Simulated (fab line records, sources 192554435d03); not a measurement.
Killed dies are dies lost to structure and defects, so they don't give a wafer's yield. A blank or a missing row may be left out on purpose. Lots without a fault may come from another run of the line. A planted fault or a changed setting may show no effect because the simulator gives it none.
fab line records | flow n5_finfet
record lots=4 wafers=12 last_day=16
route steps=1938 shown BEOL_M4@1037 PASSIVATION@1936
lots that met no fault: from a run of the same line without faults
start_h: hours from the record's first day to the start of the lot's first wafer shown | wait_h: hours since the lot's step before | " the same as in the row above | L1.1+2: a row that stands for several wafers | - no value, or no start given | * or withheld: withheld | < > ~ a bound
route shown NAME@n: a module of which the file shows steps, and the number in the route of the first | usual: mean/standard deviation of fault-free wafers | same: alike in all rows | chamber/n: place in a boat | sites: the reading at each site | _std_site: their standard deviation | _edge_site: outer sites' mean less inner sites' | radius_mm: how far each site lies from the wafer's centre | mask NAME#n: copy n | behind: the tool/chamber that last shaped the wafer | hold: why the lot was held/for how many hours/how that ended | device: the transistor (n, p or np) that didn't switch | end of line: the same wafers' tests at the end of the route | a step without rows: its recipe alone | killed: dies lost to structure and defects at the first sort, not the wafer's yield | map: a wafer's dies, x killed, . not, _ none there
set.NAME: the setting as run; set.NAME@STEP: as run at that earlier step | model.NAME: the simulator's own value behind a step, which no gauge read
lots at some steps of the route; a table a step, a row a wafer
services: from which hour (start_h, from the record's first day; less than 0 if before it) a tool's chamber was out of use, for how many hours, and why
## steps
# step N5_BEOL_M4_DESCUM_16
# recipe chemistry=O2 time_s=7 source_power_w=50 bias_power_w=20 pressure_mtorr=20 rf_frequency_hz=2.712e+07 temp_c=40 resist=CAR-EUV o2_flow_sccm=225
# step N5_BEOL_M4_ETCH_74
# recipe chemistry=N2/H2 target=underlayer target_depth_a=65 mask_material=CAR-EUV time_s=5.2 ion_energy_ev=200 pressure_mtorr=30 source_w=840 bias_w=150 n2_flow_sccm=200 h2_flow_sccm=200 ends=cleared
# step N5_BEOL_M4_ETCH_63
# recipe chemistry=CF4 target=SiARC target_depth_a=156 mask_material=CAR-EUV time_s=26 ion_energy_ev=80 pressure_mtorr=40 source_w=545 bias_w=36 Ar_flow_sccm=100 cf4_flow_sccm=100 ends=cleared
# step N5_BEOL_M4_ETCH_64
# recipe chemistry=N2/H2 target=SOC target_depth_a=750 overetch_a=225 mask_material=SiARC temp_c=40 time_s=121.9 ion_energy_ev=200 pressure_mtorr=30 source_w=840 bias_w=150 n2_flow_sccm=200 h2_flow_sccm=200
# step N5_BEOL_M4_STRIP_65
# recipe chemistry=N2/H2 temp_c=40 n2_flow_sccm=200 h2_flow_sccm=200 rf_frequency_hz=6e+07
# step N5_BEOL_M4_STRIP_75
# recipe chemistry=N2/H2 temp_c=40 n2_flow_sccm=200 h2_flow_sccm=200 rf_frequency_hz=6e+07
# step N5_BEOL_M4_STRIP_66
# recipe chemistry=CF4 resist=SiARC power_w=300 bias_power_w=75 pressure_mtorr=50 cf4_flow_sccm=150 rf_frequency_hz=6e+07
# step N5_BEOL_M4_HM_OPEN_17
# recipe chemistry=Cl2/BCl3 target_depth_a=200 overetch_a=60 target=TiN mask_material=SOC ion_energy_ev=150 pressure_mtorr=10 icp_w=1000 bias_w=126 Cl2_flow_sccm=53.25 bcl3_flow_sccm=21.75 Ar_flow_sccm=25
# step N5_BEOL_M4_STRIP_19
# recipe chemistry=O2 power_w=400 temp_c=40 pressure_mtorr=30 rf_frequency_hz=6e+07 bias_power_w=0 overash_fraction=0.2 o2_flow_sccm=225
# step N5_BEOL_M4_COAT_67
# recipe resist=SOC temp_c=250 time_s=60 spin_rpm=1500 resist_thk_nm=60
# step N5_BEOL_M4_COAT_68
# recipe resist=SiARC temp_c=220 time_s=60 spin_rpm=1500 resist_thk_nm=12
# usual spin_speed_rpm=1500.0/0.92
# columns lot.wafer tool chamber start_h wait_h spin_speed_rpm model.SiARC_of_BEOL_M4_COAT_68.thk_nm
L256.3 litho_track-05 0 167.04 - 1498.5 12
L256.5 " 0 " " 1500.4 12
L256.6 " 0 " " 1498.4 12
L261.1 litho_track-05 0 195.14 - 1287.0 13
L261.4 " 0 " " 1287.9 13
L261.5 " 0 " " 1287.2 13
L266.2 litho_track-05 0 229.44 - 1288.2 13
L266.3 " 0 " " 1287.1 13
L266.6 " 0 " " 1285.7 13
L271.1 litho_track-04 0 250.03 - 1499.1 12
L271.4 " 0 " " 1501.0 12
L271.6 " 0 " " 1498.8 12
# step N5_BEOL_M4_COAT_76
# recipe resist=underlayer temp_c=205 time_s=60 spin_rpm=1500 resist_thk_nm=5
# step N5_BEOL_M4_COAT_22
# recipe resist=CAR-EUV spin_rpm=1500 resist_thk_nm=30
# step N5_BEOL_M4_EBR_24
# recipe solvent=PGMEA ebr_width_mm=1.5
# step N5_BEOL_M4_SOFTBAKE_23
# recipe temp_c=110 time_s=60 resist=CAR-EUV
# step N5_BEOL_M4_EXPOSE_25
# recipe mask_id=V3 na=0.33 source_shape=quasar sigma_inner=0.2 sigma_outer=0.8 polarization=unpolarized defocus_nm=5 dose_mj=63
# step N5_BEOL_M4_PEB_26
# recipe peb_temp_c=100 peb_time_s=60 resist=CAR-EUV
# step N5_BEOL_M4_DEVELOP_27
# recipe develop_time_s=30 developer=TMAH resist=CAR-EUV rinse_liquid=surfactant_rinse dry=air_spin dev_temp_c=23
# step N5_BEOL_M4_DESCUM_33
# recipe chemistry=O2 time_s=7 source_power_w=50 bias_power_w=20 pressure_mtorr=20 rf_frequency_hz=2.712e+07 temp_c=40 resist=CAR-EUV o2_flow_sccm=225
# step N5_BEOL_M4_ETCH_77
# recipe chemistry=N2/H2 target=underlayer target_depth_a=65 mask_material=CAR-EUV time_s=5.2 ion_energy_ev=200 pressure_mtorr=30 source_w=840 bias_w=150 n2_flow_sccm=200 h2_flow_sccm=200 ends=cleared
# step N5_BEOL_M4_ETCH_69
# recipe chemistry=CF4 target=SiARC target_depth_a=156 mask_material=CAR-EUV time_s=26 ion_energy_ev=80 pressure_mtorr=40 source_w=545 bias_w=36 Ar_flow_sccm=100 cf4_flow_sccm=100 ends=cleared
# usual drypump_motor_current_A=5.7/0.47 etch_rf_on_time_s=25.7/0.84 oes_product_au=0.67/0.07 rf_vpp_V=184.5/1.3 showerhead_plenum_p_Torr=2.18/0.091 throttle_valve_pct=15.67/0.23
# columns lot.wafer tool chamber start_h wait_h drypump_motor_current_A etch_rf_on_time_s oes_product_au rf_hours_counter_h rf_vpp_V showerhead_plenum_p_Torr throttle_valve_pct model.etch.depth_nm model.CAR-EUV_of_BEOL_M4_COAT_22.thk_nm
L256.3 rie_diel-03 3 168.28 0.0 5.6 26.4 0.59 199 184.8 2.23 16.16 12.02 11.2
L256.5 " 0 " " 6.3 27.0 0.61 - 184.9 2.22 15.90 12.05 11
L256.6 " 3 " " 5.6 26.3 0.59 - 183.8 2.23 16.16 11.98 11.2
L261.1 rie_diel-03 0 195.71 0.0 6.2 29.1 0.60 189 185.4 2.21 15.90 12.95 10.4
L261.4 " 1 " " 5.2 26.4 0.76 - 185.4 2.28 15.44 12.91 10.4
L261.5 " 2 " " 6.0 26.9 0.67 - 184.7 2.05 15.60 12.93 10.4
L266.2 rie_diel-01 3 230.10 0.0 5.7 28.1 0.61 212 186.7 2.20 15.68 12.91 10.4
L266.3 " 2 " " 5.1 28.1 0.77 35 185.5 2.28 15.68 12.93 10.4
L266.6 " 3 " " 5.7 28.2 0.61 - 184.9 2.20 15.70 12.92 10.4
L271.1 rie_diel-03 1 251.06 0.0 5.2 24.8 0.72 86 184.4 2.27 15.50 12.04 11.2
L271.4 " 3 " " 5.6 26.9 0.56 239 185.3 2.22 16.27 12.05 11.4
L271.6 " 2 " " 6.0 24.9 0.65 - 183.2 2.04 15.67 12.03 11
# step N5_BEOL_M4_ALD_98
# recipe material=SiO2 target_thk_a=25 temp_c=100 ald_precursor_family=BDEAS ald_co_reactant=O2-plasma pulse_time_s=1 co_reactant_pulse_time_s=1 purge_time_s=2 co_reactant_purge_time_s=2 ald_cycles=17 pressure_torr=2
# step N5_BEOL_M4_ETCHBACK_99
# recipe chemistry=CHF3 target=SiO2 target_depth_a=50 time_s=10.4 source_w=215 bias_w=47 Ar_flow_sccm=200 CHF3_flow_sccm=12 ion_energy_ev=100 pressure_mtorr=30
# usual drypump_motor_current_A=5.7/0.48 oes_product_au=0.78/0.082 rf_vpp_V=244/6.9 showerhead_plenum_p_Torr=2.19/0.089 throttle_valve_pct=17.13/0.19
# columns lot.wafer tool chamber start_h wait_h drypump_motor_current_A oes_product_au rf_hours_counter_h rf_vpp_V showerhead_plenum_p_Torr throttle_valve_pct model.CAR-EUV_of_BEOL_M4_COAT_22.thk_nm
L256.3 rie_diel-03 0 168.73 0.3 6.3 0.71 176 241 2.23 17.33 10.4
L256.5 " 1 " " 5.2 0.91 - 248 2.29 16.81 10.2
L256.6 " 0 " " 6.3 0.72 - 241 2.23 17.33 10.6
L261.1 rie_diel-01 2 196.89 1.0 5.1 0.95 18 242 2.29 17.07 9.6
L261.4 " 3 " " 5.7 0.74 195 257 2.23 17.13 9.8
L261.5 " 3 " " 5.7 0.73 - 259 2.23 17.12 9.8
L266.2 rie_diel-01 0 230.38 0.1 6.5 0.80 95 241 2.20 16.98 9.6
L266.3 " 2 " " 5.1 0.91 35 240 2.29 17.10 9.6
L266.6 " 3 " " 5.7 0.72 - 257 2.22 17.17 9.8
L271.1 rie_diel-04 0 255.46 3.9 5.5 0.85 44 240 2.30 17.14 10.4
L271.4 " 3 " " 5.1 0.71 206 236 2.06 17.21 10.6
L271.6 " 3 " " 5.0 0.71 - 236 2.06 17.21 10.4
# step N5_BEOL_M4_ETCH_70
# recipe chemistry=N2/H2 target=SOC target_depth_a=800 overetch_a=240 mask_material=SiARC temp_c=40 time_s=130 ion_energy_ev=200 pressure_mtorr=30 source_w=840 bias_w=150 n2_flow_sccm=200 h2_flow_sccm=200
# usual drypump_motor_current_A=5.7/0.48 oes_product_au=0.57/0.056 rf_vpp_V=525/3.1 showerhead_plenum_p_Torr=2.59/0.11 throttle_valve_pct=17.89/0.29
# columns lot.wafer tool chamber start_h wait_h drypump_motor_current_A oes_product_au rf_hours_counter_h rf_vpp_V showerhead_plenum_p_Torr throttle_valve_pct model.SiARC_of_BEOL_M4_COAT_68.thk_nm
L256.3 rie_diel-03 0 168.77 0.0 6.3 0.53 176 526 2.66 18.23 6
L256.5 " 1 " " 5.2 0.64 - 528 2.68 17.30 5.4
L256.6 " 0 " " 6.3 0.54 - 526 2.65 18.24 6
L261.1 rie_diel-01 2 196.93 0.0 5.0 0.70 18 528 2.73 17.99 7
L261.4 " 3 " " 5.7 0.54 195 526 2.68 18.12 6.4
L261.5 " 3 " " 5.7 0.54 - 526 2.68 18.12 6.4
L266.2 rie_diel-01 0 230.41 0.0 6.5 0.59 95 524 2.58 17.67 6.8
L266.3 " 2 " " 5.0 0.67 35 528 2.72 18.00 6.8
L266.6 " 3 " " 5.7 0.53 - 526 2.67 18.14 6.4
L271.1 rie_diel-04 0 255.50 0.0 5.6 0.63 44 528 2.71 17.89 6
L271.4 " 3 " " 5.0 0.52 207 520 2.44 18.07 5.8
L271.6 " 3 " " 5.0 0.51 - 518 2.44 18.06 5.8
# step N5_BEOL_M4_STRIP_71
# recipe chemistry=N2/H2 temp_c=40 n2_flow_sccm=200 h2_flow_sccm=200 rf_frequency_hz=6e+07
# step N5_BEOL_M4_RC_MEAS_101
# usual DIBL_N=36.7/2.4 DIBL_P=37.4/2.9 IOFF_N=0.18/0.05 IOFF_P=0.23/0.058 ION_N=683/16 ION_P=467/11 SS_N=71.7/0.77 SS_P=73.5/0.87 VT_N=249/4.3 VT_P=-250/4.4
# columns lot.wafer tool chamber start_h wait_h DIBL_N[mV/V] DIBL_P[mV/V] IOFF_N[nA/um] IOFF_P[nA/um] ION_N[uA/um] ION_P[uA/um] SS_N[mV/dec] SS_P[mV/dec] VT_N[mV] VT_P[mV]
L256.3 prober-01 0 173.56 0.3 40.5 39.3 0.25 0.24 689 462 72.2 73.7 243 -251
L256.5 " 0 " " 34.7 33.2 0.11 0.15 654 450 70.8 72.2 258 -257
L256.6 " 0 " " 41.1 41.3 0.24 0.27 692 461 72.6 74.0 247 -250
L261.1 prober-02 0 202.78 0.0 39.8 40.4 0.26 0.29 707 472 73.0 73.8 242 -246
L261.4 " 0 " " 40.2 42.7 0.28 0.34 688 471 72.0 75.4 242 -245
L261.5 " 0 " " 33.9 35.4 0.14 0.19 661 460 70.8 73.2 251 -249
L266.2 prober-02 0 235.38 0.2 38.4 38.5 0.19 0.26 688 470 71.4 73.9 244 -246
L266.3 " 0 " " 36.6 36.0 0.14 0.21 675 462 71.2 72.9 253 -248
L266.6 " 0 " " 35.2 33.8 0.13 0.19 677 468 70.9 73.2 252 -251
L271.1 prober-02 0 259.90 0.0 35.4 37.9 0.16 0.23 691 478 71.3 73.9 251 -249
L271.4 " 0 " " 38.4 41.0 0.21 0.27 692 470 71.8 73.8 248 -248
L271.6 " 0 " " 34.6 37.0 0.14 0.21 663 463 70.9 73.5 253 -249
# step N5_PASSIVATION_PROBE_49
# usual defect_limited_yield=91.4/1.6 killed_at_M0_to_M3=31/11 killed_at_M4_up=14/5.7 killed_at_contacts=12/6 killed_at_front_end=41/13 killed_at_other=3.3/2.8 killed_dies=101/19 killed_open=67/14 killed_short=33/8.2 sort_bin_4_leakage=0.0/0.37 sort_bin_5_function=5.0/1.1 sort_bin_6_memory=3.3/0.74 sort_n_pass=1078/20 sort_yield_pct=91.3/1.7
# same gross_dies=1180 killed_at_back_side=0 sort_bin_8_speed[%]=0
# columns lot.wafer tool chamber start_h wait_h defect_limited_yield[%] killed_at_M0_to_M3 killed_at_M4_up killed_at_contacts killed_at_front_end killed_at_other killed_dies killed_open killed_short sort_bin_4_leakage[%] sort_bin_5_function[%] sort_bin_6_memory[%] sort_n_pass sort_yield_pct[%]
L256.3 prober-02 - 272.14 0.1 89.9 40 12 14 44 9 119 70 46 0 5.8 4.0 1061 89.9
L256.5 prober-02 - 272.24 0.2 91.3 39 12 11 38 3 103 60 41 0 5.3 3.3 1077 91.3
L256.6 prober-02 - 272.29 0.3 92.1 28 5 7 49 4 93 59 31 0 5.3 2.5 1087 92.1
# killed by level:class
L256.3 MOL_CONTACT_COAG:geometric_particle:open=11 BEOL_M0_SAQP:geometric_particle:short=10 BEOL_M2:geometric_particle:open=10 FIN_SAQP:geometric_particle:open=9 FIN_SAQP:geometric_particle:short=9 BEOL_M1:geometric_particle:open=6 BEOL_M5:geometric_particle:open=5 GATE_CUT:geometric_particle:short=4
L256.5 BEOL_M2:geometric_particle:open=14 FIN_SAQP:geometric_particle:short=9 MOL_CONTACT_COAG:geometric_particle:open=8 FIN_SAQP:geometric_particle:open=6 BEOL_M0_SAQP:geometric_particle:short=6 BEOL_M4:geometric_particle:open=6 BEOL_M0:geometric_particle:short=5 BEOL_M2:geometric_particle:short=5
L256.6 FIN_SAQP:geometric_particle:open=13 FIN_SAQP:geometric_particle:short=10 BEOL_M2:geometric_particle:open=9 BEOL_M0:geometric_particle:open=7 GATE_CUT:geometric_particle:short=6 DUMMY_GATE:geometric_particle:open=5 MOL_CONTACT_COAG:geometric_particle:open=5 BEOL_M1:geometric_particle:open=4
## services
# columns tool chamber start_h hours kind
rie_diel-03 0 159.33 1.3 repair
rie_diel-04 - 180.48 69.8 repair
rie_diel-03 1 185.26 8.8 repair
rie_diel-03 3 194.43 6.1 repair
litho_track-04 - 212.76 - consumable_replace:filter
## key
first_sign step=N5_BEOL_M4_COAT_68 reading=spin_speed_rpm direction=down sigmas=99+ usual=* struck=*
effect step=N5_BEOL_M4_ETCH_69 reading=etch_rf_on_time_s direction=up sigmas=2.5 usual=* struck=*
model_effect step=N5_BEOL_M4_COAT_68 value=SiARC_of_BEOL_M4_COAT_68.thk_nm without=12 struck=13
model_effect step=N5_BEOL_M4_ETCH_69 value=etch.depth_nm without=11.98 struck=12.93
model_effect step=N5_BEOL_M4_ETCHBACK_99 value=CAR-EUV_of_BEOL_M4_COAT_22.thk_nm without=10.4 struck=9.7
model_effect step=N5_BEOL_M4_ETCH_70 value=SiARC_of_BEOL_M4_COAT_68.thk_nm without=5.7 struck=6.633
met_at N5_BEOL_M4_COAT_68
struck_wafers L261.1,L261.4,L261.5,L266.2,L266.3,L266.6
onset_between 167.04 195.14
fault kind=process_parameter_drift tool=litho_track-05 chamber=- onset_h=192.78 steps=N5_BEOL_M4_COAT_68 channel=spin_rpm offset=* shape=step end_h=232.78 acts_in=* stated=*
